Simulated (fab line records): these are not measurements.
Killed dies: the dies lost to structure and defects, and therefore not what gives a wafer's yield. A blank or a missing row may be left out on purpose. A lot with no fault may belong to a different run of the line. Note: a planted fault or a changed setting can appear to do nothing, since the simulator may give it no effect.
Struck lot and sound lot, side by side    flow nand-harc    13 out of 1159 route steps
Sound: wafers L924.1, L924.2, L924.5. The struck wafers were L935.1, L935.3, L935.5. The cause is given at the end.
Order at every step that has rows: each side's tool, ch and its chambers, its first start. Under that, the readings that differ: sound wafers    struck wafers    difference of the means    sigmas: that difference in standard deviations of wafers without a fault.
alike: readings with means less than 2 such deviations apart, plus words and numbers identical on both sides. not compared: withheld readings, readings lacking a value on some wafer, bounds such as >300 that could conceal the same value, and numbers that have no deviation in the record and whose values overlap.
Wherever a step has rows on one side only, a row that says differs or no value, or a row with sigmas, the two part there. Numbers that have no deviation but don't overlap get no sigmas and don't part them. A reading missing from all wafers of one side parts the sides only when that side holds two or more wafers.

first, 3 steps without rows for these wafers: NHARC_A_STAIRCASE_ETCH_223 (etches the open film in C4F8/O2, target depth 100 nm, time 40.5 s); NHARC_A_STAIRCASE_TRIM_224 (chemistry O2, time 211.2 s); NHARC_A_STAIRCASE_ETCH_225 (etches the open film in C4F8/O2, target depth 100 nm, time 40.5 s).
NHARC_A_STAIRCASE_TRIM_226: chemistry O2, time 211.2 s.
  sound: rie-diel-06 ch 1,2; struck: rie-diel-06 ch 0,3
reading       sound           struck          difference  sigmas
rf-vpp-V (V)  59.3 57.4 60.0  56.1 57.2 56.9  -2.2        -2
  alike: drypump-motor-current-A, o2-flow-sccm, oes-product-au, run-length-s, showerhead-plenum-p-Torr, throttle-valve-pct
  not compared: rf-hours-counter-h
then, 1 step without rows for these wafers: NHARC_A_STAIRCASE_ETCH_227 (etches the open film in C4F8/O2, target depth 100 nm, time 40.5 s).
NHARC_A_STAIRCASE_TRIM_229: chemistry O2, time 211.2 s.
  sound on rie-diel-06 ch 1,2,3, day 11 16:41; struck on rie-diel-06 ch 0,3, day 14 06:45
  alike: drypump-motor-current-A, o2-flow-sccm, oes-product-au, rf-vpp-V, run-length-s, showerhead-plenum-p-Torr, throttle-valve-pct
  not compared: rf-hours-counter-h
then, 2 steps without rows for these wafers: NHARC_A_STAIRCASE_ETCH_230 (etches the open film in C4F8/O2, target depth 100 nm, time 40.5 s); NHARC_A_STAIRCASE_TRIM_231 (chemistry O2, time 211.2 s).
NHARC_A_STAIRCASE_ETCH_232: etches the open film in C4F8/O2, target depth 100 nm, time 40.5 s.
  sound: rie-diel-06 ch 1,2,3; struck: rie-diel-06 ch 1,2,3
  alike: oes-product-au, rf-vpp-V
  not compared: rf-hours-counter-h
then, 1 step without rows for these wafers: NHARC_A_STAIRCASE_TRIM_233 (chemistry O2, time 211.2 s).
NHARC_A_STAIRCASE_ETCH_234: etches the open film in C4F8/O2, target depth 100 nm, time 40.5 s.
  sound: rie-diel-06 ch 0,1; struck: rie-diel-06 ch 1,2
  alike: oes-product-au, rf-vpp-V
  not compared: rf-hours-counter-h
NHARC_A_STAIRCASE_TRIM_235: chemistry O2, time 211.2 s.
  sound on rie-diel-06 ch 0,2,3, day 11 17:23; struck on rie-diel-06 ch 1,2, day 14 07:29
reading           sound              struck             difference  sigmas
run-length-s (s)  232.0 232.8 232.5  167.2 167.2 167.2  -65.2       -99 or more
  alike: drypump-motor-current-A, o2-flow-sccm, oes-product-au, rf-vpp-V, showerhead-plenum-p-Torr, throttle-valve-pct
  not compared: rf-hours-counter-h
NHARC_A_STAIRCASE_ETCH_236: etches the open film in C4F8/O2, target depth 100 nm, time 40.5 s.
  sound: rie-diel-06 ch 1,2; struck: rie-diel-06 ch 0,1,2
  alike: oes-product-au, rf-vpp-V
  not compared: rf-hours-counter-h

WHERE THEY PART
Earliest at NHARC_A_STAIRCASE_TRIM_226; latest, in this record, at NHARC_A_STAIRCASE_TRIM_235. Later steps at which nothing parts them and some readings are alike: NHARC_A_STAIRCASE_ETCH_236.

WHY: what the simulator had put in
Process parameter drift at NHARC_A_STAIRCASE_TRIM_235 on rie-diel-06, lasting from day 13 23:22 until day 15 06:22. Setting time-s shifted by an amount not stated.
